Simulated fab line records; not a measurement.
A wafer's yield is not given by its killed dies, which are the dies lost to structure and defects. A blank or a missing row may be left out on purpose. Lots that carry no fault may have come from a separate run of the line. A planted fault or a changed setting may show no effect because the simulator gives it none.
The tool behind it: which one?	flow nand_harc	Sampling: 22 lots, 66 wafers, 4 of 1302 route steps

WHAT THE GAUGES READ, wafer by wafer
NHARC_A_CHANNEL_HOLE_D2_CD_MEAS_10 targets a cd of 100 nm.
lot	measured	on	cd_nm (nm)
L075	day 13 05:12	cd_sem-03	100.0 100.2 100.1
L074	day 13 05:54	cd_sem-01	100.7 99.2 99.9
L077	day 14 14:10	cd_sem-02	99.9 100.3 101.0
L078	day 14 14:20	cd_sem-02	101.1 100.1 100.8
L079	day 15 10:59	cd_sem-03	100.0 100.0 100.8
L081	day 15 23:37	cd_sem-01	100.2 100.5 100.2
L080	day 15 23:38	cd_sem-01	100.5 99.3 100.1
L082	day 16 11:04	cd_sem-02	99.8 99.1 100.8
L083	day 17 05:37	cd_sem-01	99.3 98.0 99.9
L084	day 17 16:54	cd_sem-03	99.7 100.1 99.7
L085	day 18 05:57	cd_sem-03	100.2 100.4 99.8
L086	day 18 06:32	cd_sem-02	100.6 101.0 100.4
L088	day 19 11:52	cd_sem-01	99.9 99.0 99.6
L087	day 19 16:26	cd_sem-03	101.1 100.3 101.5
L090	day 19 17:08	cd_sem-01	99.6 99.9 100.2
L089	day 19 17:35	cd_sem-03	100.8 99.6 100.1
L092	day 20 06:43	cd_sem-02	100.2 100.1 98.2
L094	day 21 12:18	cd_sem-03	99.9 101.4 100.1
L093	day 21 12:42	cd_sem-02	100.4 99.9 100.1
L095	day 22 06:47	cd_sem-03	98.8 100.7 101.6
L096	day 22 07:07	cd_sem-03	99.3 99.6 99.7
L097	day 22 17:36	cd_sem-01	99.8 100.5 99.5

NHARC_A_CHANNEL_FILL_D2_INSPECT_13.
lot	measured	on	raw_defect_count
L075	day 15 16:38	defect_inspect-01	635 363 881
L074	day 15 16:49	defect_inspect-01	311 588 324
L077	day 16 22:01	defect_inspect-02	379 398 421
L078	day 17 05:34	defect_inspect-02	375 302 338
L079	day 17 19:08	defect_inspect-01	267 214 210
L081	day 18 07:50	defect_inspect-02	615 335 421
L080	day 18 07:52	defect_inspect-02	270 277 260
L082	day 18 20:14	defect_inspect-01	283 272 409
L083	day 19 16:37	defect_inspect-02	228 267 233
L084	day 20 01:03	defect_inspect-01	413 447 630
L085	day 20 13:14	defect_inspect-01	646 721 812
L086	day 20 13:12	defect_inspect-02	301 284 246
L088	day 22 01:07	defect_inspect-01	286 207 206
L087	day 22 01:19	defect_inspect-02	327 369 333
L090	day 22 01:17	defect_inspect-01	469 615 407
L089	day 22 04:38	defect_inspect-02	234 373 248
L092	day 22 16:19	defect_inspect-02	429 462 302
L094	day 23 20:06	defect_inspect-01	278 299 207
L093	day 23 19:55	defect_inspect-01	285 337 416
L095	day 24 14:42	defect_inspect-02	251 215 271
L096	day 24 14:42	defect_inspect-01	333 247 454
L097	day 25 01:39	defect_inspect-02	517 478 350

EACH LOT AND THE TOOL THAT RAN IT (in order: tool; ch and the chambers of the sampled wafers; start)
lot	NHARC_A_CHANNEL_HOLE_D2_DESCUM_15	NHARC_A_CHANNEL_HOLE_D2_ETCH_24
L075	rie_diel-07 ch 2,3, day 13 05:23	har_etch-01 ch 0,1, day 13 08:42
L074	rie_diel-01 ch 0,1,2, day 13 06:07	har_etch-01 ch 0,1, day 13 12:59
L077	rie_diel-01 ch 0,2,3, day 14 14:22	har_etch-01 ch 0,1, day 14 17:40
L078	rie_diel-07 ch 2,3, day 14 14:31	har_etch-02 ch 0, day 14 20:13
L079	rie_diel-01 ch 0,3, day 15 11:10	har_etch-01 ch 0,1, day 15 14:53
L081	rie_diel-01 ch 1,3, day 15 23:47	har_etch-02 ch 0,1, day 16 04:10
L080	rie_diel-07 ch 0,2, day 15 23:50	har_etch-01 ch 0,1, day 16 03:15
L082	rie_diel-06 ch 2,3, day 16 11:16	har_etch-01 ch 0, day 16 14:32
L083	rie_diel-07 ch 0,1,3, day 17 05:49	har_etch-02 ch 0,1, day 17 12:17
L084	rie_diel-01 ch 1,2, day 17 17:05	har_etch-01 ch 0,1, day 17 20:31
L085	rie_diel-07 ch 0,2, day 18 06:08	har_etch-01 ch 0,1, day 18 09:43
L086	rie_diel-06 ch 1,2, day 18 06:43	har_etch-02 ch 0,1, day 18 11:31
L088	rie_diel-07 ch 0,3, day 19 12:03	har_etch-02 ch 0,1, day 19 15:37
L087	rie_diel-06 ch 0,1,2, day 19 16:37	har_etch-01 ch 1, day 19 19:56
L090	rie_diel-07 ch 0,3, day 19 17:19	har_etch-02 ch 0,1, day 19 21:01
L089	rie_diel-06 ch 1,2,3, day 19 17:46	har_etch-01 ch 0, day 20 00:15
L092	rie_diel-01 ch 0,2,3, day 20 06:54	har_etch-02 ch 0,1, day 20 12:36
L094	rie_diel-01 ch 1,2,3, day 21 12:29	har_etch-02 ch 0,1, day 21 15:56
L093	rie_diel-07 ch 0,2,3, day 21 12:54	har_etch-01 ch 0,1, day 21 16:11
L095	rie_diel-01 ch 0,3, day 22 06:58	har_etch-02 ch 0,1, day 22 10:16
L096	rie_diel-06 ch 1,2, day 22 07:17	har_etch-01 ch 0,1, day 22 10:37
L097	rie_diel-01 ch 1,2,3, day 22 17:47	har_etch-01 ch 0,1, day 22 21:13
- NHARC_A_CHANNEL_HOLE_D2_DESCUM_15: chemistry O2, time 3 s.
- NHARC_A_CHANNEL_HOLE_D2_ETCH_24: etches the open film in C4F8/O2/Ar, time 906.2 s, target depth 1500 nm.

WHAT THE TOOLS THEMSELVES READ (means of the sampled wafers that have a number; where no wafer has one, the mark that the record gives instead)
NHARC_A_CHANNEL_HOLE_D2_DESCUM_15.
lot	tool	chamber_pressure_mTorr (mTorr)	drypump_motor_current_A (A)	oes_product_au (a.u.)	rf_vpp_V (V)	showerhead_plenum_p_Torr (Torr)	throttle_valve_pct (%)
L075	rie_diel-07	60.03	5.52	0.992	57.5	1.80	11.316
L074	rie_diel-01	60.03	5.72	0.984	58.3	1.89	11.306
L077	rie_diel-01	60.00	5.85	0.983	57.9	1.96	11.318
L078	rie_diel-07	59.96	5.40	0.993	57.4	1.82	11.308
L079	rie_diel-01	59.98	5.88	0.976	57.8	1.95	11.308
L081	rie_diel-01	59.98	5.71	0.991	57.9	1.96	11.315
L080	rie_diel-07	59.96	5.82	1.002	58.2	1.95	11.312
L082	rie_diel-06	60.03	5.63	0.991	58.0	1.98	11.321
L083	rie_diel-07	60.02	5.56	0.999	58.0	1.92	11.309
L084	rie_diel-01	60.02	5.59	1.010	59.0	1.97	11.313
L085	rie_diel-07	59.96	5.72	0.998	57.2	1.86	11.310
L086	rie_diel-06	59.97	5.60	1.001	57.5	1.96	11.303
L088	rie_diel-07	59.95	5.51	0.998	58.2	1.89	11.310
L087	rie_diel-06	59.97	5.46	0.992	58.2	1.97	11.313
L090	rie_diel-07	60.02	5.50	1.002	57.3	1.89	11.312
L089	rie_diel-06	60.01	5.66	0.990	58.3	1.96	11.311
L092	rie_diel-01	60.06	5.86	0.994	58.0	1.96	11.317
L094	rie_diel-01	60.02	5.67	1.000	58.3	1.96	11.296
L093	rie_diel-07	59.99	5.60	0.994	57.2	1.87	11.314
L095	rie_diel-01	60.02	5.97	0.987	57.8	1.87	11.315
L096	rie_diel-06	60.02	5.61	1.012	57.9	1.96	11.308
L097	rie_diel-01	60.00	5.66	0.991	58.6	1.96	11.310

NHARC_A_CHANNEL_HOLE_D2_ETCH_24.
lot	tool	chamber_pressure_mTorr (mTorr)	drypump_motor_current_A (A)	he_backside_leak_sccm (sccm)	showerhead_plenum_p_Torr (Torr)	throttle_valve_pct (%)
L075	har_etch-01	19.985	5.90	5.4	3.70	32.237
L074	har_etch-01	19.991	5.89	5.3	3.69	32.237
L077	har_etch-01	19.990	5.90	5.4	3.69	32.237
L078	har_etch-02	19.995	6.11	6.1	3.72	32.230
L079	har_etch-01	20.007	5.94	5.4	3.68	32.234
L081	har_etch-02	19.993	6.06	6.3	3.84	32.239
L080	har_etch-01	20.003	5.88	5.7	3.67	32.227
L082	har_etch-01	19.987	5.98	5.5	3.67	32.236
L083	har_etch-02	19.992	6.07	4.8	3.77	32.243
L084	har_etch-01	20.005	5.92	5.8	3.66	32.238
L085	har_etch-01	20.014	5.92	5.7	3.65	32.228
L086	har_etch-02	20.010	6.08	4.9	3.83	32.239
L088	har_etch-02	19.995	6.12	5.0	3.75	32.232
L087	har_etch-01	19.993	5.88	6.0	3.65	32.238
L090	har_etch-02	19.992	6.09	5.1	3.75	32.225
L089	har_etch-01	20.001	5.97	5.7	3.64	32.229
L092	har_etch-02	20.012	6.10	5.0	3.75	32.233
L094	har_etch-02	19.998	6.08	5.3	3.74	32.241
L093	har_etch-01	19.985	5.89	5.8	3.63	32.230
L095	har_etch-02	20.001	6.07	5.1	3.80	32.237
L096	har_etch-01	19.992	5.90	5.9	3.62	32.236
L097	har_etch-01	19.993	5.89	6.0	3.62	32.231

THE ANSWER, worked out from the rows above alone
Rule: the usual values come from the lots themselves. Put in order of their means at a reading, lots are off if they are a third of the lots or fewer, leave a main group of 4 or more, and stand apart from it by a gap of 3 or more times the standard deviation of the main group's means; of several such gaps the widest counts. A main group is skipped when, at the precision printed for the reading in the tables above, its means are all equal. A lot without any number at a reading at which 4 lots or more have one is off too. All remaining lots with rows at the step are treated as sound. After the gauges, taken in route order, come the tools' own readings; for these a lot's mean is taken, as printed above. At the first step where some lot is off, the reading lying furthest off is the one used; lots without a number count as furthest.
Across all readings shown, no lot is off: no conclusion can be drawn from this.

WHAT THE SIMULATOR HAD INSERTED
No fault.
